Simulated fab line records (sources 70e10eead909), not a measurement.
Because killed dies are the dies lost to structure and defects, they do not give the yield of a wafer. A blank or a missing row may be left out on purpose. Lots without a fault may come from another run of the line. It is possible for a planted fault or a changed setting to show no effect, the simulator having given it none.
Matching of chambers | flow nand harc | NHARC_A_STAIRCASE_DESCUM_291 on rie diel-13: 4 sister chambers
The step chemistry O2, time 3 s. 8 wafers are shown with their chamber, then 8 later ones without.

EACH WAFER AND ITS CHAMBER
wafer  | chamber | drypump motor current A (A) | oes product au (a.u.)
L083.6 | 2       | 5.8                         | 1.006
L084.4 | 0       | 5.9                         | 1.001
L087.1 | 3       | 6.3                         | 0.991
L087.6 | 1       | 6.2                         | 1.001
L089.3 | 3       | 6.3                         | 1.001
L089.4 | 1       | 6.3                         | 1.000
L089.6 | 2       | 5.8                         | 1.004
L091.1 | 0       | 5.9                         | 0.994

WAFERS MISSING THEIR CHAMBER
wafer  | drypump motor current A (A) | oes product au (a.u.)
L091.3 | 6.3                         | 0.989
L091.6 | 6.2                         | 0.984
L092.1 | 5.9                         | 0.995
L092.5 | 6.3                         | 0.998
L092.6 | 5.8                         | 0.988
L096.3 | 5.9                         | 0.993
L096.4 | 6.3                         | 1.001
L096.6 | 6.2                         | 0.996

CHAMBER TAKEN BY EACH
wafer  | from the rows above     | in truth
L091.3 | can't be placed: 3 or 1 | 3
L091.6 | can't be placed: 3 or 1 | 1
L092.1 | 0                       | 0
L092.5 | can't be placed: 3 or 1 | 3
L092.6 | can't be placed: 0 or 2 | 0
L096.3 | 0                       | 0
L096.4 | can't be placed: 3 or 1 | 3
L096.6 | can't be placed: 1 or 3 | 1
Placed correctly: 2 of 8. Can't be placed from these rows: 6 (the true chamber is among the candidates in 6). 0 placed wrongly.
How it was worked out, from the rows above alone: a wafer's distance from a chamber is the root of the sum, over the readings, of the square of ((its reading less the chamber's mean) divided by the reading's scatter). The wafer belongs to the nearest chamber; if the next one is less than 2 further off, it can't be placed. Each chamber's mean is taken over the wafers shown for it. The scatter is the square root of a quotient: the sum, over the shown wafers, of each reading's squared deviation from its chamber's mean, divided by wafers minus chambers.
